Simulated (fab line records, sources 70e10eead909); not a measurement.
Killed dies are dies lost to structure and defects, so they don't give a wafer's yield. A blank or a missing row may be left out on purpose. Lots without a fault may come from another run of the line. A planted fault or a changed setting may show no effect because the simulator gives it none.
fab line records | flow nand_harc
record lots=6 wafers=18 last_day=34
route steps=1302 shown P_BONDPAD@385 A_START@389 A_ZERO_WELL@390 END@1302
lots that met no fault: from a run of the same line without faults
start_h: hours from the record's first day to the start of the lot's first wafer shown | wait_h: hours since the lot's step before | " the same as in the row above | L1.1+2: a row that stands for several wafers | - no value, or no start given | * or withheld: withheld | < > ~ a bound
route shown NAME@n: a module of which the file shows steps, and the number in the route of the first | usual: mean/standard deviation of fault-free wafers | same: alike in all rows | chamber/n: place in a boat | sites: the reading at each site | _std_site: their standard deviation | _edge_site: outer sites' mean less inner sites' | radius_mm: how far each site lies from the wafer's centre | mask NAME#n: copy n | behind: the tool/chamber that last shaped the wafer | hold: why the lot was held/for how many hours/how that ended | device: the transistor (n, p or np) that didn't switch | end of line: the same wafers' tests at the end of the route | a step without rows: its recipe alone | killed: dies lost to structure and defects at the first sort, not the wafer's yield | map: a wafer's dies, x killed, . not, _ none there
set.NAME: the setting as run; set.NAME@STEP: as run at that earlier step | model.NAME: the simulator's own value behind a step, which no gauge read
lots at some steps of the route; a table a step, a row a wafer
services: from which hour (start_h, from the record's first day; less than 0 if before it) a tool's chamber was out of use, for how many hours, and why
## steps
# step NHARC_P_BONDPAD_INSPECT_23
# usual raw_defect_count=366/140
# columns lot.wafer tool chamber start_h wait_h raw_defect_count
L795.1 defect_inspect-01 - 142.34 0.0 334
L795.4 " - " " 869
L795.5 " - " " 589
L803.2 defect_inspect-01 - 215.51 0.0 208
L803.3 " - " " 278
L803.6 " - " " 121
L809.4 defect_inspect-02 - 284.11 0.0 458
L809.5 " - " " 435
L809.6 " - " " 411
L811.1 defect_inspect-01 - 293.44 0.0 515
L811.2 " - " " 425
L811.5 " - " " 243
L815.2 defect_inspect-02 - 352.52 0.0 336
L815.5 " - " " 202
L815.6 " - " " 330
L818.2 defect_inspect-02 - 378.93 0.0 395
L818.3 " - " " 446
L818.4 " - " " 373
# step NHARC_P_BONDPAD_ACTIVATE_29
# recipe time_s=60 n2_flow_sccm=200 ar_flow_sccm=0 bias_power_w=0 chemistry=N2
# usual drypump_motor_current_A=5.8/0.41 oes_product_au=0.999/0.0088 rf_vpp_V=64.0/0.86 showerhead_plenum_p_Torr=1.76/0.069
# columns lot.wafer tool chamber start_h wait_h drypump_motor_current_A oes_product_au rf_hours_counter_h rf_vpp_V showerhead_plenum_p_Torr
L795.1 rie_diel-12 3 142.44 0.1 6.3 0.986 1.9 63.8 1.67
L795.4 " 0 " " 5.4 0.998 - 64.2 1.75
L795.5 " 2 " " 5.3 0.997 - 64.5 1.85
L803.3 rie_diel-13 2 215.58 0.1 5.6 0.987 0.9 63.7 1.67
L803.2 " 0 " " 6.0 1.005 1.1 63.1 1.77
L803.6 " 1 " " 5.7 0.994 - 63.4 1.77
L809.4 rie_diel-13 3 284.18 0.1 6.0 1.005 2.7 63.3 1.83
L809.5 " 2 " " 5.6 0.992 - 63.0 1.67
L809.6 " 3 " " 6.0 1.012 - 62.9 1.83
L811.2 rie_diel-13 1 293.50 0.1 5.7 0.999 3.0 64.9 1.77
L811.1 " 3 " " 6.0 1.003 3.3 64.7 1.83
L811.5 " 2 " " 5.6 0.993 - 64.1 1.67
L815.2 rie_diel-13 1 352.61 0.1 5.7 1.019 0.0 63.3 1.77
L815.6 " 2 " " 5.6 1.022 - 63.9 1.67
L815.5 " 3 " " 6.0 1.010 - 64.2 1.83
L818.4 rie_diel-12 3 378.99 0.1 6.3 0.988 6.4 62.6 1.67
L818.3 " 0 " " 5.4 1.002 6.0 63.2 1.75
L818.2 " 1 " " 5.2 1.000 5.9 63.8 1.85
# step NHARC_P_BONDPAD_PRECLEAN_30
# recipe time_s=300 temp_c=23 chemistry=DIW
# step NHARC_P_BONDPAD_SRD_31
# recipe time_s=30 temp_c=23 dry_time_s=20 spin_rpm=1500
# step NHARC_A_START_INSPECT_01
# usual raw_defect_count=3.2/1.7
# columns lot.wafer tool chamber start_h wait_h raw_defect_count
L795.1 defect_inspect-01 - 142.83 - 3
L795.4 " - " " 4
L795.5 " - " " 1
L803.2 defect_inspect-02 - 215.98 - 5
L803.3 " - " " 4
L803.6 " - " " 4
L809.4 defect_inspect-01 - 284.58 - 3
L809.5 " - " " 1
L809.6 " - " " 4
L811.1 defect_inspect-02 - 293.91 - 8
L811.2 " - " " 3
L811.5 " - " " 3
L815.2 defect_inspect-02 - 352.98 - 3
L815.5 " - " " 4
L815.6 " - " " 1
L818.2 defect_inspect-02 - 379.41 - 3
L818.3 " - " " 4
L818.4 " - " " 1
# step NHARC_A_ZERO_WELL_PRECLEAN_00
# recipe time_s=600 temp_c=120 chemistry=SPM
# step NHARC_A_ZERO_WELL_SRD_01
# step NHARC_A_ZERO_WELL_DEHYDRATE_02
# recipe temp_c=150 time_s=120
# step NHARC_A_ZERO_WELL_HMDS_03
# recipe time_s=30
# step NHARC_A_ZERO_WELL_COAT_18
# recipe temp_c=200 time_s=65
# step NHARC_A_ZERO_WELL_COAT_04
# recipe spin_rpm=2000 resist_thk_nm=600
# step NHARC_A_ZERO_WELL_SOFTBAKE_05
# recipe temp_c=125 time_s=70
# usual heater_power_total_W=200.9/1.3
# columns lot.wafer tool chamber start_h wait_h heater_power_total_W
L795.1 litho_track-07 0 143 - 199.3
L795.4 " 0 " " 202.1
L795.5 " 0 " " 202.4
L803.2 litho_track-03 0 216 - 199.5
L803.3 " 0 " " 202.8
L803.6 " 0 " " 199.2
L809.4 litho_track-07 0 284 - 181.3
L809.5 " 0 " " 182.0
L809.6 " 0 " " 182.2
L811.1 litho_track-07 0 294 - 181.9
L811.2 " 0 " " 181.6
L811.5 " 0 " " 182.0
L815.2 litho_track-05 0 353 - 202.6
L815.5 " 0 " " 199.3
L815.6 " 0 " " 202.7
L818.2 litho_track-05 0 379 - 199.7
L818.3 " 0 " " 202.5
L818.4 " 0 " " 202.6
# step NHARC_A_ZERO_WELL_EBR_06
# step NHARC_END_SORT_01
# recipe temp_c=25
# usual killed_at_array=54/18 killed_at_other=0.7/0.87 killed_at_periphery=3.7/2.5 killed_dies=59/19 killed_open=3.3/2 killed_short=2.6/1.6
# same gross_dies=677
# columns lot.wafer tool chamber start_h wait_h killed_at_array killed_at_other killed_at_periphery killed_dies killed_open killed_short
L795.1 prober-01 0 624.16 2.5 76 0 7 83 3 2
L795.4 prober-01 0 626.56 3.4 58 0 7 65 5 0
L795.5 prober-01 0 627.35 3.7 66 0 10 76 4 3
L803.2 prober-01 0 658.43 2.8 68 1 3 72 2 2
L803.3 prober-01 0 659.24 3.1 66 2 5 73 1 3
L803.6 prober-01 0 661.66 4.0 64 2 1 67 2 3
L811.1 prober-02 0 725.77 2.5 90 0 7 97 2 0
L811.2 prober-02 0 726.55 2.8 87 0 7 94 1 1
L811.5 prober-02 0 728.89 3.6 87 0 7 94 6 3
L815.2 prober-02 0 774.44 2.8 47 0 3 50 2 6
L815.5 prober-02 0 776.83 3.7 57 2 5 64 8 2
L815.6 prober-02 0 777.63 4.0 36 1 4 41 2 3
# killed by level:class
L795.1 A_CHANNEL_HOLE_D2:chamber_film_flake=33 A_SLIT:chamber_film_flake=23 P_CONTACT:chamber_film_flake=5 A_CONTACT:chamber_film_flake=4 A_WL_FILL:chamber_film_flake=4 A_BONDPAD:chamber_film_flake=3 A_DECK1_JOINT:chamber_film_flake=2 P_BONDPAD:geometric_particle:open=1
L795.4 A_CHANNEL_HOLE_D2:chamber_film_flake=29 A_SLIT:chamber_film_flake=19 P_CONTACT:chamber_film_flake=5 A_CONTACT:chamber_film_flake=2 P_CONTACT:geometric_particle:open=1 A_SOURCE_PLATE:geometric_particle:open=1 A_DECK1_JOINT:geometric_particle:open=1 A_ONON_D2:geometric_particle:open=1
L795.5 A_CHANNEL_HOLE_D2:chamber_film_flake=26 A_SLIT:chamber_film_flake=18 P_CONTACT:chamber_film_flake=5 A_CONTACT:chamber_film_flake=4 A_STAIRCASE:chamber_film_flake=3 A_BONDPAD:chamber_film_flake=3 P_M0:geometric_particle:open=2 A_CHANNEL_FILL_D2:geometric_particle:short=2
L803.2 A_CHANNEL_HOLE_D1:chamber_film_flake=39 A_CHANNEL_HOLE_D2:chamber_film_flake=22 A_CONTACT:chamber_film_flake=4 P_STI:geometric_particle:short=1 P_M0:geometric_particle:open=1 A_CHANNEL_FILL_D2:geometric_particle:short=1 A_SGD_CUT:geometric_particle:open=1 P_ZERO_WELL:chamber_film_flake=1
L803.3 A_CHANNEL_HOLE_D2:chamber_film_flake=35 A_CHANNEL_HOLE_D1:chamber_film_flake=22 A_CONTACT:chamber_film_flake=4 P_ZERO_WELL:chamber_film_flake=3 A_ONON_D1:geometric_particle:short=2 A_STAIRCASE:chamber_film_flake=2 THIN_TSV:chamber_film_flake=2 P_M0:geometric_particle:open=1
L803.6 A_CHANNEL_HOLE_D1:chamber_film_flake=27 A_CHANNEL_HOLE_D2:chamber_film_flake=23 A_CONTACT:chamber_film_flake=7 A_DECK1_JOINT:geometric_particle:short=1 A_CHANNEL_HOLE_D2:geometric_particle:short=1 A_CHANNEL_FILL_D2:geometric_particle:open=1 A_M0:geometric_particle:open=1 STARTING-WAFER:geometric_particle:short=1
L811.1 A_SLIT:chamber_film_flake=28 A_CHANNEL_HOLE_D2:chamber_film_flake=27 A_CHANNEL_HOLE_D1:chamber_film_flake=25 P_GATE:chamber_film_flake=4 A_DECK1_JOINT:chamber_film_flake=3 A_ZERO_WELL:chamber_film_flake=2 A_CONTACT:chamber_film_flake=2 P_GATE:geometric_particle:open=1
L811.2 A_SLIT:chamber_film_flake=32 A_CHANNEL_HOLE_D2:chamber_film_flake=25 A_CHANNEL_HOLE_D1:chamber_film_flake=23 P_GATE:chamber_film_flake=6 A_DECK1_JOINT:chamber_film_flake=2 A_STAIRCASE:chamber_film_flake=2 A_BLC:geometric_particle:short=1 A_M1:geometric_particle:open=1
L811.5 A_CHANNEL_HOLE_D1:chamber_film_flake=30 A_SLIT:chamber_film_flake=21 A_CHANNEL_HOLE_D2:chamber_film_flake=17 A_CONTACT:chamber_film_flake=4 A_M1:geometric_particle:open=3 P_STI:chamber_film_flake=3 P_GATE:chamber_film_flake=3 A_ZERO_WELL:chamber_film_flake=2
L815.2 A_CHANNEL_HOLE_D2:chamber_film_flake=28 A_SLIT:chamber_film_flake=6 A_SGD_CUT:geometric_particle:short=2 A_CONTACT:chamber_film_flake=2 P_STI:geometric_particle:short=1 P_M0:geometric_particle:open=1 A_ONON_D1:geometric_particle:short=1 A_DECK1_JOINT:geometric_particle:short=1
L815.5 A_CHANNEL_HOLE_D2:chamber_film_flake=27 A_CONTACT:chamber_film_flake=10 A_SLIT:chamber_film_flake=6 A_CHANNEL_FILL_D1:geometric_particle:open=4 A_CHANNEL_HOLE_D1:unspecified=3 P_M0:geometric_particle:open=2 A_CHANNEL_HOLE_D2:geometric_particle:open=2 A_STAIRCASE:chamber_film_flake=2
L815.6 A_CHANNEL_HOLE_D2:chamber_film_flake=22 A_SLIT:chamber_film_flake=7 P_M0:geometric_particle:open=1 THIN_TSV:chamber_film_flake=1 A_SOURCE_PLATE:geometric_particle:open=1 A_SOURCE_PLATE:geometric_particle:short=1 A_ONON_D1:geometric_particle:short=1 A_DECK1_JOINT:geometric_particle:short=1
## services
# columns tool chamber start_h hours kind
rie_diel-13 0 119.50 - clean
rie_diel-13 1 119.50 - clean
rie_diel-13 2 119.50 - clean
rie_diel-13 3 119.50 - clean
litho_track-05 - 124.00 7.0 pm
rie_diel-12 1 138.42 13.1 repair
rie_diel-13 0 144.11 - clean
rie_diel-13 1 144.11 - clean
rie_diel-13 2 144.11 - clean
rie_diel-13 3 144.11 - clean
rie_diel-12 2 156.64 13.4 repair
rie_diel-13 - 165.00 9.0 pm
rie_diel-13 0 165.00 9.0 vent_cycle
rie_diel-13 1 165.00 9.0 vent_cycle
rie_diel-12 0 248.93 30.6 repair
litho_track-07 - 251.00 7.0 pm
rie_diel-12 3 267.11 12.1 repair
rie_diel-12 - 268.57 9.0 pm
litho_track-03 - 275.00 7.0 pm
litho_track-05 - 299.00 7.0 pm
rie_diel-12 2 300.75 1.2 repair
rie_diel-12 2 316.86 4.9 repair
rie_diel-13 - 342.00 9.0 pm
rie_diel-13 3 372.48 2.4 repair
## key
first_sign step=NHARC_A_ZERO_WELL_SOFTBAKE_05 reading=heater_power_total_W direction=down sigmas=15 usual=* struck=*
effect none on later readings
met_at NHARC_A_ZERO_WELL_SOFTBAKE_05
struck_wafers L809.4,L809.5,L809.6,L811.1,L811.2,L811.5
tester_left_out L809,L811
fault kind=process_parameter_drift tool=litho_track-07 chamber=- onset_h=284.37 steps=NHARC_A_ZERO_WELL_SOFTBAKE_05 channel=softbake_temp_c offset=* shape=step end_h=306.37 acts_in=* stated=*
# tester_left_out: of these lots the tester's yield and bins aren't shown, on N5 and GAA mostly nor the transistor test; their killed dies are dies lost to structure and defects alone, not to doping, threshold or leakage, so they don't give the yield
